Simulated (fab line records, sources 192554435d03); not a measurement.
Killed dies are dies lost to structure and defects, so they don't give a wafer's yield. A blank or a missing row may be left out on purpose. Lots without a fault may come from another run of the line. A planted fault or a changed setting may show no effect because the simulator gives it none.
Chamber matching | flow n5_finfet | N5_FIN_SAQP_ETCH_69 on rie_diel-06: 4 sister chambers
The step etches SOC in N2/H2, stops on SiNx, target depth 150 nm. 4 wafers are shown with their chamber, then 12 later ones without.

WAFERS WITH THEIR CHAMBER
wafer  | chamber | showerhead_plenum_p_Torr (Torr)
L088.5 | 2       | 2.69
L091.1 | 0       | 2.61
L091.3 | 1       | 2.66
L091.5 | 3       | 2.45

WAFERS WITHOUT THEIR CHAMBER
wafer  | showerhead_plenum_p_Torr (Torr)
L093.2 | 2.66
L093.4 | 2.69
L093.6 | 2.45
L095.1 | 2.65
L095.5 | 2.65
L095.6 | 2.45
L096.3 | 2.45
L096.4 | 2.61
L096.5 | 2.61
L097.3 | 2.45
L097.5 | 2.45
L097.6 | 2.69

WHICH CHAMBER EACH WENT THROUGH
wafer  | from the rows above | in truth
L093.2 | 1                   | 1
L093.4 | 2                   | 2
L093.6 | 3                   | 3
L095.1 | 1                   | 1
L095.5 | 1                   | 1
L095.6 | 3                   | 3
L096.3 | 3                   | 3
L096.4 | 0                   | 0
L096.5 | 0                   | 0
L097.3 | 3                   | 3
L097.5 | 3                   | 3
L097.6 | 2                   | 2
Placed correctly: 12 of 12. Can't be placed from these rows: 0. Placed wrongly: 0.
How it was worked out, from the rows above alone: a wafer's distance from a chamber is the root of the sum, over the readings, of the square of ((its reading less the chamber's mean) divided by the reading's scatter). The wafer belongs to the nearest chamber; if the next one is less than 2 further off, it can't be placed. A chamber's mean is the mean of its shown wafers. The scatter: with one shown wafer a chamber, the root of the mean of the squares of how far each hidden wafer lies from its nearest shown one.
